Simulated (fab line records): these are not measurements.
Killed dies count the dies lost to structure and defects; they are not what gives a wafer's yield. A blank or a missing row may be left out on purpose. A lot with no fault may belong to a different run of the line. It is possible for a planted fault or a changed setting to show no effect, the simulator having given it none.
Chamber matching / flow n5-finfet / N5_DUMMY_GATE_HM_OPEN_21 on rie-diel-01: 4 sister chambers
The step chemistry CH3F/O2, target SiNx, target depth 120 nm, time 171.4 s. 4 wafers are shown with their chamber, then 9 later ones without.

## WAFERS, EACH WITH ITS CHAMBER
wafer=L084.2; chamber=2; showerhead-plenum-p-Torr (Torr)=1.96
wafer=L085.5; chamber=3; showerhead-plenum-p-Torr (Torr)=2.07
wafer=L089.4; chamber=1; showerhead-plenum-p-Torr (Torr)=2.03
wafer=L089.6; chamber=0; showerhead-plenum-p-Torr (Torr)=2.15

## WAFERS WHOSE CHAMBER IS MISSING
wafer=L092.2; showerhead-plenum-p-Torr (Torr)=2.06
wafer=L092.4; showerhead-plenum-p-Torr (Torr)=2.15
wafer=L092.5; showerhead-plenum-p-Torr (Torr)=1.96
wafer=L093.1; showerhead-plenum-p-Torr (Torr)=2.06
wafer=L093.5; showerhead-plenum-p-Torr (Torr)=2.03
wafer=L093.6; showerhead-plenum-p-Torr (Torr)=1.96
wafer=L096.1; showerhead-plenum-p-Torr (Torr)=2.14
wafer=L096.3; showerhead-plenum-p-Torr (Torr)=2.03
wafer=L096.6; showerhead-plenum-p-Torr (Torr)=2.03

## WHICH CHAMBER EACH WENT THROUGH
wafer=L092.2; from the rows above=3; in truth=3
wafer=L092.4; from the rows above=0; in truth=0
wafer=L092.5; from the rows above=2; in truth=2
wafer=L093.1; from the rows above=3; in truth=3
wafer=L093.5; from the rows above=1; in truth=1
wafer=L093.6; from the rows above=2; in truth=2
wafer=L096.1; from the rows above=0; in truth=0
wafer=L096.3; from the rows above=1; in truth=1
wafer=L096.6; from the rows above=1; in truth=1
Placed correctly: 9 of 9. From these rows, 0 cannot be placed. Placed wrongly: 0.
How it was worked out, from the rows above alone: a wafer's distance from a chamber is the root of the sum, over the readings, of the square of ((its reading less the chamber's mean) divided by the reading's scatter). If the next closest chamber is less than 2 further off than the closest, the wafer can't be placed; otherwise it belongs to the closest. Each chamber's mean is taken over the wafers shown for it. The scatter: root of mean squared gap, hidden wafer to nearest shown wafer, with one shown wafer a chamber.
